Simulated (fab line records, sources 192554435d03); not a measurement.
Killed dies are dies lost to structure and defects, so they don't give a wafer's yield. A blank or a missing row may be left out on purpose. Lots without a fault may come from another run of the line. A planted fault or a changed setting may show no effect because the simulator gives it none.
Which tool did it? | flow n5_finfet | 10 lots, 30 wafers sampled, at 4 steps of a route of 1938

WHAT THE GAUGES READ, wafer by wafer
The record holds no reading of a measuring or inspecting step that can be judged against a usual standard deviation.

WHICH TOOL RAN EACH LOT (tool, then ch and the chambers of the sampled wafers, then the start)
lot  | N5_BEOL_M9_TRENCH_ETCH_37          | N5_PASSIVATION_PRE_CLEAN_19  | N5_PASSIVATION_STRIP_34            | N5_PASSIVATION_PROBE_49
L191 | rie_diel-03 ch 1,2, day 9 16:43    | pvd_sputter-02, day 11 17:32 | rie_diel-04 ch 0,3, day 11 18:50   | prober-01, day 11 23:01
L192 | rie_diel-05 ch 0,1, day 9 18:29    | pvd_sputter-01, day 11 19:57 | rie_diel-02 ch 2,3, day 11 21:23   | prober-01, day 12 02:35
L193 | rie_diel-05 ch 1,3, day 10 01:06   | pvd_sputter-02, day 11 22:08 | rie_diel-06 ch 2,3, day 11 23:44   | prober-02, day 12 04:37
L194 | rie_diel-01 ch 1,3, day 10 10:29   | pvd_sputter-02, day 12 16:56 | rie_diel-04 ch 0,1,2, day 12 18:14 | prober-02, day 12 22:31
L197 | rie_diel-03 ch 0,1,3, day 11 09:22 | pvd_sputter-01, day 13 12:34 | rie_diel-04 ch 2,3, day 13 13:53   | prober-02, day 13 18:08
L203 | rie_diel-01 ch 0,2, day 12 07:41   | pvd_sputter-03, day 14 14:59 | rie_diel-06 ch 0,3, day 14 16:18   | prober-01, day 14 20:36
L202 | rie_diel-03 ch 0,1,3, day 12 14:45 | pvd_sputter-01, day 14 18:02 | rie_diel-02 ch 1,2,3, day 14 19:33 | prober-01, day 15 00:42
L209 | rie_diel-03 ch 0,2,3, day 13 23:26 | pvd_sputter-01, day 16 02:56 | rie_diel-04 ch 0,1,2, day 16 04:34 | prober-01, day 16 09:06
L213 | rie_diel-03 ch 0,1,2, day 15 06:20 | pvd_sputter-03, day 17 12:19 | rie_diel-04 ch 0,1,2, day 17 13:45 | prober-02, day 17 18:08
L210 | rie_diel-05 ch 1,2, day 15 06:40   | pvd_sputter-03, day 17 12:46 | rie_diel-02 ch 0,2,3, day 17 14:04 | prober-01, day 17 18:35
- N5_BEOL_M9_TRENCH_ETCH_37: etches SiCOH lowk in C4F6/O2, target depth 151.43 nm, time 49 s.
- N5_PASSIVATION_PRE_CLEAN_19
- N5_PASSIVATION_STRIP_34: strips in O2.
- N5_PASSIVATION_PROBE_49

WHAT THE TOOLS THEMSELVES READ (means of the sampled wafers that have a number; where no wafer has one, the mark that the record gives instead)
N5_BEOL_M9_TRENCH_ETCH_37. Usual: drypump_motor_current_A 5.7 A, standard deviation 0.39; oes_product_au 0.79 a.u., standard deviation 0.066; rf_vpp_V 665 V, standard deviation 6.6; showerhead_plenum_p_Torr 2.85 Torr, standard deviation 0.065; throttle_valve_pct 20.84 %, standard deviation 0.24.
lot  | tool        | drypump_motor_current_A (A) | oes_product_au (a.u.) | rf_vpp_V (V) | showerhead_plenum_p_Torr (Torr) | throttle_valve_pct (%) | flag
L191 | rie_diel-03 | 5.7                         | 0.73                  | 668          | 2.88                            | 20.89                  |
L192 | rie_diel-05 | 5.9                         | 0.73                  | 659          | 2.83                            | 21.28                  |
L193 | rie_diel-05 | 5.7                         | 0.76                  | 660          | 2.84                            | 21.35                  |
L194 | rie_diel-01 | 5.6                         | 0.88                  | 673          | 2.89                            | 20.80                  |
L197 | rie_diel-03 | 6.2                         | 0.79                  | 665          | 2.86                            | 20.78                  |
L203 | rie_diel-01 | 5.6                         | 0.76                  | 663          | 2.82                            | 20.84                  |
L202 | rie_diel-03 | 6.2                         | 0.77                  | 665          | 2.85                            | 20.80                  |
L209 | rie_diel-03 | 6.0                         | 0.76                  | 662          | 2.81                            | 20.81                  |
L213 | rie_diel-03 | 5.9                         | 0.71                  | 666          | 2.83                            | 20.87                  |
L210 | rie_diel-05 | 5.8                         | 0.79                  | 659          | 2.86                            | 20.99                  |

N5_PASSIVATION_PRE_CLEAN_19. Usual: heater_power_w 490 W, standard deviation 58.
lot  | tool           | heater_power_w (W) | flag
L191 | pvd_sputter-02 | 522                |
L192 | pvd_sputter-01 | 475                |
L193 | pvd_sputter-02 | 461                |
L194 | pvd_sputter-02 | 524                |
L197 | pvd_sputter-01 | 530                |
L203 | pvd_sputter-03 | 445                |
L202 | pvd_sputter-01 | 506                |
L209 | pvd_sputter-01 | 508                |
L213 | pvd_sputter-03 | 442                |
L210 | pvd_sputter-03 | 412                |

N5_PASSIVATION_STRIP_34. Usual: drypump_motor_current_A 5.6 A, standard deviation 0.54; oes_product_au 0.82 a.u., standard deviation 0.075; rf_vpp_V 3.5 V, standard deviation 1.4; showerhead_plenum_p_Torr 2.10 Torr, standard deviation 0.057; throttle_valve_pct 16.57 %, standard deviation 0.18.
lot  | tool        | drypump_motor_current_A (A) | oes_product_au (a.u.) | rf_vpp_V (V) | showerhead_plenum_p_Torr (Torr) | throttle_valve_pct (%) | flag
L191 | rie_diel-04 | 6.0                         | 0.79                  | 3.3          | 2.11                            | 16.41                  |
L192 | rie_diel-02 | 5.6                         | 0.84                  | 4.2          | 2.18                            | 16.58                  |
L193 | rie_diel-06 | 5.3                         | 0.96                  | 3.6          | 2.05                            | 16.48                  |
L194 | rie_diel-04 | 5.6                         | 0.78                  | 2.4          | 2.10                            | 16.51                  |
L197 | rie_diel-04 | 5.4                         | 0.78                  | 4.3          | 2.09                            | 16.64                  |
L203 | rie_diel-06 | 5.6                         | 0.95                  | 3.3          | 2.05                            | 16.34                  |
L202 | rie_diel-02 | 5.9                         | 0.81                  | 3.6          | 2.11                            | 16.66                  |
L209 | rie_diel-04 | 5.6                         | 0.84                  | 4.1          | 2.09                            | 16.41                  |
L213 | rie_diel-04 | 5.6                         | 0.82                  | 4.2          | 2.08                            | 16.43                  |
L210 | rie_diel-02 | 5.3                         | 0.79                  | 2.8          | 2.16                            | 16.66                  |

N5_PASSIVATION_PROBE_49. Usual: defect_limited_yield 91.3 %, standard deviation 1.3; killed_at_M0_to_M3 33, standard deviation 8.9; killed_at_M4_up 15, standard deviation 5.4; killed_at_contacts 13, standard deviation 5.8; killed_at_front_end 39, standard deviation 9.9; killed_at_other 3.2, standard deviation 2.9; killed_dies 102, standard deviation 15; killed_open 68, standard deviation 12; killed_short 34, standard deviation 7.6; sort_bin_4_leakage 0.00 %, standard deviation 0.007; sort_bin_5_function 5.1 %, standard deviation 0.89; sort_bin_6_memory 3.2 %, standard deviation 0.63; sort_n_pass 1078, standard deviation 15; sort_yield_pct 91.3 %, standard deviation 1.3.
lot  | tool      | defect_limited_yield (%) | killed_at_M0_to_M3 | killed_at_M4_up | killed_at_contacts | killed_at_front_end | killed_at_other | killed_dies | killed_open | killed_short | sort_bin_4_leakage (%) | sort_bin_5_function (%) | sort_bin_6_memory (%) | sort_n_pass | sort_yield_pct (%) | flag
L191 | prober-01 | 91.9                     | 32                 | 16              | 11                 | 32                  | 5.0             | 96          | 65          | 31           | 0.00                   | 4.7                     | 3.1                   | 1084        | 91.9               |
L192 | prober-01 | 92.8                     | 32                 | 14              | 15                 | 23                  | 2.3             | 86          | 56          | 28           | 0.00                   | 4.4                     | 2.8                   | 1094        | 92.8               |
L193 | prober-02 | 90.8                     | 26                 | 21              | 16                 | 46                  | 0.3             | 109         | 78          | 31           | 0.00                   | 5.3                     | 3.8                   | 1071        | 90.8               |
L194 | prober-02 | 92.1                     | 38                 | 15              | 8                  | 25                  | 7.7             | 94          | 62          | 30           | 0.00                   | 4.6                     | 3.2                   | 1086        | 92.1               |
L197 | prober-02 | 92.4                     | 24                 | 15              | 11                 | 36                  | 3.0             | 89          | 58          | 30           | 0.00                   | 4.2                     | 3.1                   | 1091        | 92.4               |
L203 | prober-01 | 82.8                     | 44                 | 108             | 13                 | 35                  | 2.7             | 203         | 69          | 35           | 0.00                   | 10.0                    | 4.4                   | 977         | 82.8               | OFF
L202 | prober-01 | 91.4                     | 25                 | 18              | 10                 | 41                  | 8.3             | 102         | 67          | 33           | 0.00                   | 5.0                     | 3.3                   | 1078        | 91.4               |
L209 | prober-01 | 91.9                     | 38                 | 9               | 15                 | 31                  | 3.3             | 96          | 60          | 35           | 0.00                   | 4.7                     | 3.1                   | 1084        | 91.9               |
L213 | prober-02 | 90.3                     | 35                 | 10              | 23                 | 44                  | 2.7             | 114         | 77          | 38           | 0.03                   | 5.8                     | 3.5                   | 1065        | 90.3               | OFF
L210 | prober-01 | 91.3                     | 28                 | 12              | 20                 | 40                  | 4.3             | 103         | 71          | 30           | 0.00                   | 5.2                     | 3.1                   | 1077        | 91.3               |

THE ANSWER, worked out from the rows above alone
Rule: a lot is off if the mean of its wafers that have a number lies more than 3 standard deviations from the usual mean. A lot without any number at a reading at which 4 lots or more have one is off too. The other lots that the step has rows for count as sound. The gauges are gone through in route order, then the tools' own readings, and for those a lot's mean is taken as printed above. The first step at which some lot is off is used, and at that step the reading that is off furthest; a lot without a number counts as furthest.
Off: L203, at N5_PASSIVATION_PROBE_49 (killed_at_M4_up).
A tool fits if, at that step or a process step before it, it ran every lot that is off, and no sound lot after the first of them. Can't be told from this: 2 tools fit, rie_diel-01 at N5_BEOL_M9_TRENCH_ETCH_37, rie_diel-06 at N5_PASSIVATION_STRIP_34.

WHAT THE SIMULATOR HAD PUT IN
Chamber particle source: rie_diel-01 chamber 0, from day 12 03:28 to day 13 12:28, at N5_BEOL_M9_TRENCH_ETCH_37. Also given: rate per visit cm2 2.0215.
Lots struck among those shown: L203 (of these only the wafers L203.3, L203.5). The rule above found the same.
